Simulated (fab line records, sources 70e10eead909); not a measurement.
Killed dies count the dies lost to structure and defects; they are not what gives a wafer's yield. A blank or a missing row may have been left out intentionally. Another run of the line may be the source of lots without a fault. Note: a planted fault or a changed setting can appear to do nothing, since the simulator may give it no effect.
Problem report, 8D (eight disciplines) form, completed by code | flow nandHarc | the parts of the form that need people (team, actions taken, sign-off) are left out

## 1. WHAT IS WRONG
Wafers without a fault read 112.5 s, standard deviation 0.35; runLengthS at NHARC_P_M2_ETCH_15 reads a mean of 105.1 s on 6 wafers belonging to 2 lots. That puts it -21 standard deviations away from the usual mean.
The step: etches the open film in C4F8/Ar, target depth 182.5 nm, time 91.2 s.
First seen on wafer L957.2, day 11 18:46, on rieDiel-01. At this step, 36 wafers from 12 lots have a number in the record. Rule for "out", or "out of limits": more than 4 standard deviations from the usual mean. The other wafers with a number count as sound.

## 2. WHAT IT IS AND WHAT IT IS NOT
question                    | is                     | is not
which readings at this step | runLengthS             | oesProductAu, rfVppV
which lots                  | L957, L959             | L944, L945, L947, L949, L953, L954, L955, L965, L966, L967
which wafers of those lots  | all that have a number | -
read on which tools         | rieDiel-01             | rieDiel-08
when                        | from day 11 18:46      | up to then (21 sound wafers); but 9 sound wafers of L965, L966, L967 came after

## 3. THE SUSPECTS, EACH WITH WHAT RULES IT OUT
Counting: any tool at a process step up to the reading is kept as a suspect provided that every lot that is out went through it and no sound lot did after the first of them.
- rieDiel-01 at NHARC_P_M2_ETCH_15 (etches the open film in C4F8/Ar, target depth 182.5 nm, time 91.2 s): ruled out as a lasting fault. Sound lots L965, L967 ran on it after its first lot that is out, L957 (day 11 18:46).
Left after counting: nothing in the record.

## 4. THE CAUSE (what the simulator had put in)
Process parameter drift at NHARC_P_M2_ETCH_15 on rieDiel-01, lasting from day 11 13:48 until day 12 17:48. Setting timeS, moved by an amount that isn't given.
Counting ruled it out, wrongly.

## 5. THE EFFECT CHAIN, in route order
Each row: a reading whose mean over the struck wafers that have a number lies more than 3 standard deviations from the usual. Scope: only readings with a usual standard deviation given in the record; hours: median across lots of the time from each lot's start at the first step in this table that gives one to its start at this step; sigmas: change in usual standard deviations.
hours | step               | reading    | usual   | on struck wafers | change | sigmas
0     | NHARC_P_M2_ETCH_15 | runLengthS | 112.5 s | 105.1            | -7.4   | -21
Process steps it contains:
- NHARC_P_M2_ETCH_15: etches the open film in C4F8/Ar, target depth 182.5 nm, time 91.2 s.
At these later measuring or inspecting steps, every struck wafer for which the step has a row has a number for every such reading, and none has moved that far: NHARC_END_SORT_01.

## 6. HOW IT WOULD HAVE BEEN CAUGHT EARLIER
The fault began at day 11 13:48; the first out-of-limits reading in this record came at day 11 18:46, 5 hours later.
